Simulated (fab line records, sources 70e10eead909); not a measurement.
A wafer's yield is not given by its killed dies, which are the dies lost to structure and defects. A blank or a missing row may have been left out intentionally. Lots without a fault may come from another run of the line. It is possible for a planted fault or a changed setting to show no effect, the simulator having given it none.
Chamber matching + flow nand harc + NHARC_A_STAIRCASE_DEP_301 on pecvd-04: 3 sister chambers
The step deposits SiON, target thk 30 nm. 3 wafers are shown with their chamber, then 7 later ones without.

## EACH WAFER AND ITS CHAMBER
| wafer  | chamber | heater power w (W) |
|--------|---------|--------------------|
| L085.5 | 2       | 907                |
| L089.2 | 0       | 593                |
| L089.5 | 1       | 625                |

## WAFERS WITH NO CHAMBER GIVEN
| wafer  | heater power w (W) |
|--------|--------------------|
| L089.6 | 948                |
| L091.2 | 683                |
| L091.4 | 922                |
| L091.6 | 718                |
| L092.2 | 635                |
| L092.4 | 730                |
| L092.6 | 611                |

## CHAMBER TAKEN BY EACH
| wafer  | from the rows above          | in truth |
|--------|------------------------------|----------|
| L089.6 | 2                            | 2        |
| L091.2 | can't be placed: 1 or 0      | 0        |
| L091.4 | 2                            | 2        |
| L091.6 | can't be placed: 1 or 0 or 2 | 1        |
| L092.2 | can't be placed: 1 or 0      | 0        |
| L092.4 | can't be placed: 1 or 0 or 2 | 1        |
| L092.6 | can't be placed: 1 or 0      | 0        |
Correct placement for 2 of the 7. These rows do not allow placing 5 (true chamber among the candidates in 5). Placed wrongly: 0.
How it was worked out, from the rows above alone: a wafer's distance from a chamber is the root of the sum, over the readings, of the square of ((its reading less the chamber's mean) divided by the reading's scatter). The wafer belongs to the nearest chamber; if the next one is less than 2 further off, it can't be placed. The mean given for a chamber averages the wafers shown for that chamber. The scatter (one wafer shown for each chamber): square how far every hidden wafer sits from the nearest shown wafer, average those squares and take the square root.
